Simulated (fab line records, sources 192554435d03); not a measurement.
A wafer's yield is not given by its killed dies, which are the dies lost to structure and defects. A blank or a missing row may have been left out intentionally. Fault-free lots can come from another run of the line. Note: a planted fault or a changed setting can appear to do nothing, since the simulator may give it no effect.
Which tool is to blame? | flow n5-finfet | 69 wafers from 23 lots sampled at 6 of the route's 1938 steps

WHAT EACH GAUGE READ, for each wafer
Not one reading of a measure or inspect step in the record can be checked against a usual standard deviation.

EACH LOT AND THE TOOL THAT RAN IT (in order: tool; ch and the chambers of the sampled wafers; start)
lot  | N5_MOL_CONTACT_COAG_SPUTTER_143 | N5_MOL_CONTACT_COAG_CO_FILL_22  | N5_MOL_CONTACT_COAG_CMP_23    | N5_MOL_CONTACT_COAG_ALD_131       | N5_MOL_CONTACT_COAG_ETCHBACK_135   | N5_MOL_CONTACT_COAG_ETCH_65
L074 | pvd-sputter-02, day 4 19:22     | cvd-co-01 ch 0,1,2, day 4 19:29 | cmp-01 ch 1,2,3, day 4 22:23  | ald-sin-02 ch 0,2,3, day 5 04:39  | rie-diel-06 ch 0,1,2, day 5 04:57  | rie-diel-01 ch 0,2,3, day 5 05:49
L075 | pvd-sputter-03, day 5 02:16     | cvd-co-01 ch 1,2, day 5 02:23   | cmp-01 ch 1,2,3, day 5 04:42  | ald-sin-03 ch 0,1,2, day 5 08:50  | rie-diel-04 ch 0,1,2, day 5 09:18  | rie-diel-06 ch 0,1,3, day 5 10:09
L076 | pvd-sputter-01, day 5 12:14     | cvd-co-02 ch 0,1, day 5 12:22   | cmp-01 ch 1,2,3, day 5 14:31  | ald-sin-03 ch 0,2,3, day 5 18:23  | rie-diel-01 ch 0,2, day 5 18:41    | rie-diel-01 ch 0,3, day 5 19:42
L077 | pvd-sputter-02, day 5 15:01     | cvd-co-01 ch 0,1,2, day 5 15:08 | cmp-03 ch 1,2, day 5 18:15    | ald-sin-03 ch 0,1,2, day 5 22:10  | rie-diel-01 ch 2,3, day 5 22:29    | rie-diel-01 ch 0,2,3, day 5 23:19
L078 | pvd-sputter-01, day 5 22:38     | cvd-co-01 ch 0,1,2, day 5 22:45 | cmp-03 ch 0,2,3, day 6 00:59  | ald-sin-01 ch 0,1,2, day 6 04:46  | rie-diel-06 ch 0,1,2, day 6 05:05  | rie-diel-01 ch 0,1,2, day 6 05:55
L079 | pvd-sputter-01, day 6 10:25     | cvd-co-01 ch 0,1,2, day 6 10:32 | cmp-03 ch 0,1,2, day 6 12:59  | ald-sin-02 ch 1,2,3, day 6 16:58  | rie-diel-01 ch 1,2,3, day 6 17:19  | rie-diel-06 ch 0,1,2, day 6 18:16
L080 | pvd-sputter-01, day 6 11:11     | cvd-co-01 ch 0,1,2, day 6 11:19 | cmp-02 ch 0,1,3, day 6 13:24  | ald-sin-01 ch 0,1, day 6 17:14    | rie-diel-04 ch 0,1,3, day 6 17:32  | rie-diel-06 ch 0,1,3, day 6 18:30
L081 | pvd-sputter-01, day 6 15:43     | cvd-co-02 ch 0,2, day 6 15:50   | cmp-03 ch 1,2,3, day 6 18:47  | ald-sin-01 ch 0,1,2, day 6 22:40  | rie-diel-06 ch 0,2,3, day 6 22:58  | rie-diel-01 ch 2,3, day 6 23:49
L082 | pvd-sputter-01, day 6 22:34     | cvd-co-02 ch 0,2, day 6 22:41   | cmp-03 ch 0,3, day 7 02:47    | ald-sin-01 ch 0,1, day 7 06:44    | rie-diel-06 ch 1,3, day 7 07:02    | rie-diel-04 ch 0,1, day 7 08:08
L083 | pvd-sputter-02, day 7 03:48     | cvd-co-02 ch 0,1,2, day 7 03:56 | cmp-02 ch 0,1,2, day 7 08:19  | ald-sin-02 ch 0,2, day 7 12:44    | rie-diel-06 ch 0,1,3, day 7 13:04  | rie-diel-06 ch 0,1, day 7 13:57
L084 | pvd-sputter-01, day 7 10:50     | cvd-co-01 ch 0,1,2, day 7 10:57 | cmp-02 ch 0,1,3, day 7 13:31  | ald-sin-01 ch 1,2,3, day 7 17:51  | rie-diel-06 ch 0,3, day 7 18:10    | rie-diel-01 ch 0,2, day 7 19:08
L085 | pvd-sputter-03, day 7 23:50     | cvd-co-02 ch 0,1, day 7 23:58   | cmp-03 ch 0,2, day 8 03:02    | ald-sin-01 ch 0,1,2, day 8 07:18  | rie-diel-01 ch 0,2, day 8 07:37    | rie-diel-06 ch 0,1,3, day 8 08:35
L086 | pvd-sputter-03, day 8 00:10     | cvd-co-01 ch 1,2, day 8 00:25   | cmp-02 ch 0,2,3, day 8 03:32  | ald-sin-03 ch 0,1, day 8 07:25    | rie-diel-04 ch 0,1, day 8 07:43    | rie-diel-06 ch 0,3, day 8 08:41
L087 | pvd-sputter-03, day 8 02:22     | cvd-co-02 ch 0,1,2, day 8 02:29 | cmp-01 ch 0,2,3, day 8 04:52  | ald-sin-01 ch 2,3, day 8 08:43    | rie-diel-06 ch 0,3, day 8 09:09    | rie-diel-06 ch 0,1,3, day 8 10:08
L088 | pvd-sputter-03, day 8 08:45     | cvd-co-02 ch 0,2, day 8 08:53   | cmp-02 ch 0,1,3, day 8 11:35  | ald-sin-01 ch 0,2,3, day 8 16:50  | rie-diel-04 ch 1,2,3, day 8 17:08  | rie-diel-01 ch 0,1,2, day 8 17:58
L089 | pvd-sputter-03, day 8 15:21     | cvd-co-01 ch 0,1,2, day 8 15:33 | cmp-02 ch 1,2, day 8 18:18    | ald-sin-01 ch 0,2, day 9 00:05    | rie-diel-06 ch 0,1,2, day 9 00:23  | rie-diel-04 ch 1,2,3, day 9 01:25
L091 | pvd-sputter-03, day 8 23:35     | cvd-co-01 ch 0,1, day 8 23:43   | cmp-02 ch 2,3, day 9 02:29    | ald-sin-03 ch 2,3, day 9 07:11    | rie-diel-06 ch 0,1,3, day 9 07:29  | rie-diel-01 ch 1,2, day 9 08:23
L090 | pvd-sputter-03, day 9 02:25     | cvd-co-01 ch 0,1, day 9 02:32   | cmp-01 ch 0,2, day 9 07:50    | ald-sin-02 ch 0,1, day 9 11:56    | rie-diel-04 ch 1,2, day 9 12:25    | rie-diel-06 ch 0,1, day 9 13:15
L092 | pvd-sputter-03, day 9 11:38     | cvd-co-02 ch 0,1,2, day 9 11:45 | cmp-01 ch 0,1,2, day 9 15:10  | ald-sin-01 ch 1,2,3, day 9 18:59  | rie-diel-04 ch 1,2,3, day 9 19:37  | rie-diel-01 ch 0,2,3, day 9 20:52
L094 | pvd-sputter-02, day 9 16:34     | cvd-co-01 ch 0,1, day 9 16:41   | cmp-03 ch 2,3, day 9 19:14    | ald-sin-03 ch 1,3, day 9 23:11    | rie-diel-06 ch 0,2,3, day 9 23:35  | rie-diel-06 ch 0,1, day 10 00:32
L095 | pvd-sputter-01, day 10 00:08    | cvd-co-02 ch 0,2, day 10 00:16  | cmp-03 ch 1,2,3, day 10 02:44 | ald-sin-03 ch 2,3, day 10 07:24   | rie-diel-06 ch 0,3, day 10 07:43   | rie-diel-01 ch 0,1, day 10 08:33
L096 | pvd-sputter-02, day 10 10:02    | cvd-co-01 ch 0,1, day 10 10:09  | cmp-03 ch 0,1, day 10 13:24   | ald-sin-03 ch 0,2,3, day 10 17:13 | rie-diel-04 ch 1,2,3, day 10 17:31 | rie-diel-04 ch 1,2,3, day 10 18:29
L097 | pvd-sputter-02, day 10 13:26    | cvd-co-01 ch 0,1, day 10 13:33  | cmp-01 ch 0,1,2, day 10 16:51 | ald-sin-02 ch 0,2,3, day 10 20:54 | rie-diel-04 ch 0,2, day 10 21:13   | rie-diel-01 ch 0,1,2, day 10 22:11
- N5_MOL_CONTACT_COAG_SPUTTER_143: material Co, target thk 2.5 nm.
- N5_MOL_CONTACT_COAG_CO_FILL_22: material Co, precursor CCTBA/H2, target thk 20 nm.
- N5_MOL_CONTACT_COAG_CMP_23: polishes, stops on SiO2, t overpolish 1.5 s, target thk 0 nm.
- N5_MOL_CONTACT_COAG_ALD_131: deposits SiO2, target thk 5 nm, pulse time 1 s, co reactant pulse time 1 s.
- N5_MOL_CONTACT_COAG_ETCHBACK_135: etches SiO2 in CHF3, target depth 25 nm, time 16.7 s.
- N5_MOL_CONTACT_COAG_ETCH_65: etches underlayer in N2/H2, target depth 13 nm, time 10.4 s.

AS READ BY THE TOOLS THEMSELVES (means over the sampled wafers that have a number; for cases with no such wafer, the mark the record gives instead)
N5_MOL_CONTACT_COAG_SPUTTER_143.
lot  | tool           | substrate-temp-c (C) | throttle-valve-pct (%)
L074 | pvd-sputter-02 | 25.05                | 29.8
L075 | pvd-sputter-03 | 25.11                | 29.8
L076 | pvd-sputter-01 | 24.96                | 30.0
L077 | pvd-sputter-02 | 25.06                | 28.7
L078 | pvd-sputter-01 | 25.09                | 30.1
L079 | pvd-sputter-01 | 25.01                | 30.3
L080 | pvd-sputter-01 | 25.05                | 30.4
L081 | pvd-sputter-01 | 25.04                | 30.1
L082 | pvd-sputter-01 | 24.92                | 29.9
L083 | pvd-sputter-02 | 24.96                | 31.2
L084 | pvd-sputter-01 | 25.02                | 30.1
L085 | pvd-sputter-03 | 24.98                | 30.2
L086 | pvd-sputter-03 | 25.03                | 30.6
L087 | pvd-sputter-03 | 25.03                | 29.1
L088 | pvd-sputter-03 | 24.98                | 30.0
L089 | pvd-sputter-03 | 24.99                | 30.4
L091 | pvd-sputter-03 | 25.07                | 29.5
L090 | pvd-sputter-03 | 24.88                | 29.0
L092 | pvd-sputter-03 | 24.97                | 30.0
L094 | pvd-sputter-02 | 25.09                | 29.4
L095 | pvd-sputter-01 | 24.92                | 30.1
L096 | pvd-sputter-02 | 25.04                | 28.9
L097 | pvd-sputter-02 | 25.04                | 30.9

N5_MOL_CONTACT_COAG_CO_FILL_22.
lot  | tool      | heater-power-w (W)
L074 | cvd-co-01 | 237
L075 | cvd-co-01 | 236
L076 | cvd-co-02 | 217
L077 | cvd-co-01 | 238
L078 | cvd-co-01 | 236
L079 | cvd-co-01 | 237
L080 | cvd-co-01 | 237
L081 | cvd-co-02 | 226
L082 | cvd-co-02 | 227
L083 | cvd-co-02 | 221
L084 | cvd-co-01 | 239
L085 | cvd-co-02 | 209
L086 | cvd-co-01 | 237
L087 | cvd-co-02 | 218
L088 | cvd-co-02 | 228
L089 | cvd-co-01 | 238
L091 | cvd-co-01 | 241
L090 | cvd-co-01 | 236
L092 | cvd-co-02 | 218
L094 | cvd-co-01 | 240
L095 | cvd-co-02 | 228
L096 | cvd-co-01 | 253
L097 | cvd-co-01 | 253

N5_MOL_CONTACT_COAG_CMP_23.
lot  | tool   | motor-current-A (A) | overpolish-run-s (s) | pad-life-wafers | slurry-flow-ml-min | time-to-endpoint-s (s)
L074 | cmp-01 | 7.4                 | 1.502                | 1154            | 150.2              | 11.8
L075 | cmp-01 | 7.6                 | 1.499                | 1219            | 150.0              | 11.4
L076 | cmp-01 | 7.3                 | 1.495                | 1309            | 149.6              | 10.7
L077 | cmp-03 | 8.3                 | 1.499                | 799             | 150.1              | 9.6
L078 | cmp-03 | 8.0                 | 1.503                | 878             | 149.7              | 11.8
L079 | cmp-03 | 7.8                 | 1.496                | 979             | 150.0              | 11.7
L080 | cmp-02 | 8.2                 | 1.502                | 117             | 149.8              | 10.0
L081 | cmp-03 | 7.7                 | 1.496                | 1052            | 150.0              | 9.8
L082 | cmp-03 | 8.1                 | 1.501                | 1128            | 149.6              | 12.3
L083 | cmp-02 | 7.9                 | 1.497                | 313             | 150.5              | 11.2
L084 | cmp-02 | 8.4                 | 1.509                | 374             | 150.2              | 10.3
L085 | cmp-03 | 7.7                 | 1.495                | 1280            | 149.7              | 13.3
L086 | cmp-02 | 8.0                 | 1.498                | 488             | 149.8              | 10.7
L087 | cmp-01 | 8.3                 | 1.502                | 1664            | 150.9              | 8.9
L088 | cmp-02 | 8.5                 | 1.509                | 566             | 149.7              | 8.1
L089 | cmp-02 | 8.0                 | 1.498                | 612             | 150.2              | 8.2
L091 | cmp-02 | 8.1                 | 1.502                | 690             | 150.4              | 10.6
L090 | cmp-01 | 8.9                 | 1.499                | 1910            | 150.7              | 9.9
L092 | cmp-01 | 8.0                 | 1.503                | 1993            | 149.8              | 9.7
L094 | cmp-03 | 8.7                 | 1.504                | 1460            | 150.3              | 11.7
L095 | cmp-03 | 8.2                 | 1.500                | 1544            | 150.0              | 9.5
L096 | cmp-03 | 7.3                 | 1.508                | 1622            | 150.6              | 13.3
L097 | cmp-01 | 8.2                 | 1.498                | 104             | 150.0              | 11.1

N5_MOL_CONTACT_COAG_ALD_131.
lot  | tool       | heater-power-w (W) | precursor-pulse-height-rel
L074 | ald-sin-02 | 84                 | 1.008
L075 | ald-sin-03 | 76                 | 0.986
L076 | ald-sin-03 | 73                 | 0.996
L077 | ald-sin-03 | 75                 | 1.001
L078 | ald-sin-01 | 82                 | 1.006
L079 | ald-sin-02 | 80                 | 1.003
L080 | ald-sin-01 | 86                 | 0.994
L081 | ald-sin-01 | 83                 | 1.007
L082 | ald-sin-01 | 83                 | 1.003
L083 | ald-sin-02 | 86                 | 0.998
L084 | ald-sin-01 | 75                 | 1.011
L085 | ald-sin-01 | 83                 | 1.016
L086 | ald-sin-03 | 74                 | 1.004
L087 | ald-sin-01 | 71                 | 1.008
L088 | ald-sin-01 | 79                 | 1.016
L089 | ald-sin-01 | 85                 | 1.011
L091 | ald-sin-03 | 70                 | 1.014
L090 | ald-sin-02 | 86                 | 0.974
L092 | ald-sin-01 | 76                 | 0.997
L094 | ald-sin-03 | 70                 | 0.992
L095 | ald-sin-03 | 69                 | 1.002
L096 | ald-sin-03 | 69                 | 1.003
L097 | ald-sin-02 | 86                 | 1.016

N5_MOL_CONTACT_COAG_ETCHBACK_135.
lot  | tool        | drypump-motor-current-A (A) | oes-product-au (a.u.) | rf-vpp-V (V) | showerhead-plenum-p-Torr (Torr) | throttle-valve-pct (%)
L074 | rie-diel-06 | 5.4                         | 0.73                  | 520          | 2.40                            | 18.83
L075 | rie-diel-04 | 5.9                         | 0.70                  | 520          | 2.33                            | 18.93
L076 | rie-diel-01 | 5.4                         | 0.73                  | 522          | 2.41                            | 18.82
L077 | rie-diel-01 | 5.6                         | 0.81                  | 522          | 2.40                            | 18.58
L078 | rie-diel-06 | 5.4                         | 0.73                  | 519          | 2.40                            | 18.86
L079 | rie-diel-01 | 5.4                         | 0.88                  | 519          | 2.38                            | 18.52
L080 | rie-diel-04 | 5.6                         | 0.72                  | 522          | 2.33                            | 18.77
L081 | rie-diel-06 | 5.9                         | 0.75                  | 522          | 2.43                            | 18.86
L082 | rie-diel-06 | 5.8                         | 0.72                  | 517          | 2.39                            | 18.78
L083 | rie-diel-06 | 5.9                         | 0.73                  | 520          | 2.43                            | 18.80
L084 | rie-diel-06 | 6.4                         | 0.75                  | 524          | 2.47                            | 18.80
L085 | rie-diel-01 | 5.4                         | 0.80                  | 522          | 2.40                            | 18.72
L086 | rie-diel-04 | 5.6                         | 0.69                  | 521          | 2.35                            | 18.84
L087 | rie-diel-06 | 6.4                         | 0.74                  | 522          | 2.46                            | 18.81
L088 | rie-diel-04 | 5.9                         | 0.80                  | 523          | 2.39                            | 18.60
L089 | rie-diel-06 | 5.4                         | 0.79                  | 518          | 2.39                            | 18.75
L091 | rie-diel-06 | 5.9                         | 0.72                  | 520          | 2.43                            | 18.83
L090 | rie-diel-04 | 6.2                         | 0.84                  | 524          | 2.47                            | 18.67
L092 | rie-diel-04 | 5.9                         | 0.78                  | 523          | 2.38                            | 18.62
L094 | rie-diel-06 | 5.9                         | 0.80                  | 521          | 2.42                            | 18.75
L095 | rie-diel-06 | 5.9                         | 0.74                  | 523          | 2.46                            | 18.84
L096 | rie-diel-04 | 5.9                         | 0.77                  | 523          | 2.38                            | 18.63
L097 | rie-diel-04 | 5.9                         | 0.93                  | 521          | 2.41                            | 18.77

N5_MOL_CONTACT_COAG_ETCH_65.
lot  | tool        | drypump-motor-current-A (A) | etch-rf-on-time-s (s) | h2-flow-sccm (sccm) | oes-product-au (a.u.) | rf-vpp-V (V) | showerhead-plenum-p-Torr (Torr) | throttle-valve-pct (%)
L074 | rie-diel-01 | 5.5                         | 10.36                 | 200.5               | 0.70                  | 524.7        | 2.59                            | 17.93
L075 | rie-diel-06 | 5.9                         | 10.40                 | 200.3               | 0.64                  | 526.0        | 2.61                            | 17.88
L076 | rie-diel-01 | 5.5                         | 10.62                 | 199.7               | 0.67                  | 526.8        | 2.62                            | 18.16
L077 | rie-diel-01 | 5.6                         | 10.41                 | 200.0               | 0.68                  | 525.2        | 2.59                            | 17.94
L078 | rie-diel-01 | 5.3                         | 10.28                 | 200.4               | 0.69                  | 524.4        | 2.55                            | 17.88
L079 | rie-diel-06 | 5.4                         | 10.38                 | 199.9               | 0.62                  | 524.7        | 2.56                            | 17.97
L080 | rie-diel-06 | 5.9                         | 10.38                 | 200.4               | 0.64                  | 525.8        | 2.61                            | 17.89
L081 | rie-diel-01 | 5.7                         | 10.39                 | 200.2               | 0.74                  | 525.3        | 2.59                            | 17.71
L082 | rie-diel-04 | 5.6                         | 10.62                 | 200.1               | 0.60                  | 522.1        | 2.52                            | 18.08
L083 | rie-diel-06 | 5.5                         | 10.42                 | 200.0               | 0.64                  | 524.9        | 2.61                            | 17.95
L084 | rie-diel-01 | 5.5                         | 10.36                 | 200.1               | 0.69                  | 524.3        | 2.56                            | 17.82
L085 | rie-diel-06 | 5.9                         | 10.44                 | 200.3               | 0.62                  | 524.9        | 2.60                            | 17.92
L086 | rie-diel-06 | 6.4                         | 10.47                 | 200.6               | 0.64                  | 526.7        | 2.64                            | 17.89
L087 | rie-diel-06 | 5.9                         | 10.43                 | 199.6               | 0.62                  | 524.5        | 2.60                            | 17.93
L088 | rie-diel-01 | 5.3                         | 10.32                 | 200.6               | 0.73                  | 522.9        | 2.54                            | 17.78
L089 | rie-diel-04 | 5.9                         | 10.36                 | 199.9               | 0.68                  | 524.1        | 2.55                            | 17.84
L091 | rie-diel-01 | 5.3                         | 10.43                 | 200.3               | 0.66                  | 523.8        | 2.52                            | 17.69
L090 | rie-diel-06 | 5.4                         | 10.48                 | 199.6               | 0.62                  | 525.4        | 2.60                            | 17.98
L092 | rie-diel-01 | 5.5                         | 10.27                 | 200.6               | 0.72                  | 525.5        | 2.58                            | 17.84
L094 | rie-diel-06 | 5.5                         | 10.38                 | 199.5               | 0.62                  | 525.9        | 2.60                            | 17.98
L095 | rie-diel-01 | 5.0                         | 10.29                 | 199.7               | 0.76                  | 524.1        | 2.52                            | 17.73
L096 | rie-diel-04 | 5.9                         | 10.47                 | 199.6               | 0.66                  | 524.5        | 2.54                            | 17.86
L097 | rie-diel-01 | 5.3                         | 10.18                 | 200.2               | 0.71                  | 523.4        | 2.53                            | 17.81

THE ANSWER, worked out from the rows above alone
Rule: usual is defined by the lots themselves. Put in order of their means at a reading, lots are off if they are a third of the lots or fewer, leave a main group of 4 or more, and stand apart from it by a gap of 3 or more times the standard deviation of the main group's means; of several such gaps the widest counts. The tables above print the reading to a certain number of digits; a main group whose means all agree to those digits is not used. A lot without any number at a reading at which 4 lots or more have one is off too. The other lots that the step has rows for count as sound. After the gauges, taken in route order, come the tools' own readings; for these a lot's mean is taken, as printed above. The first step at which some lot is off is used, and at that step the reading that is off furthest; a lot without a number counts as furthest.
None of the lots is off at any reading shown; this tells nothing.

WHAT HAD BEEN PUT IN BY THE SIMULATOR
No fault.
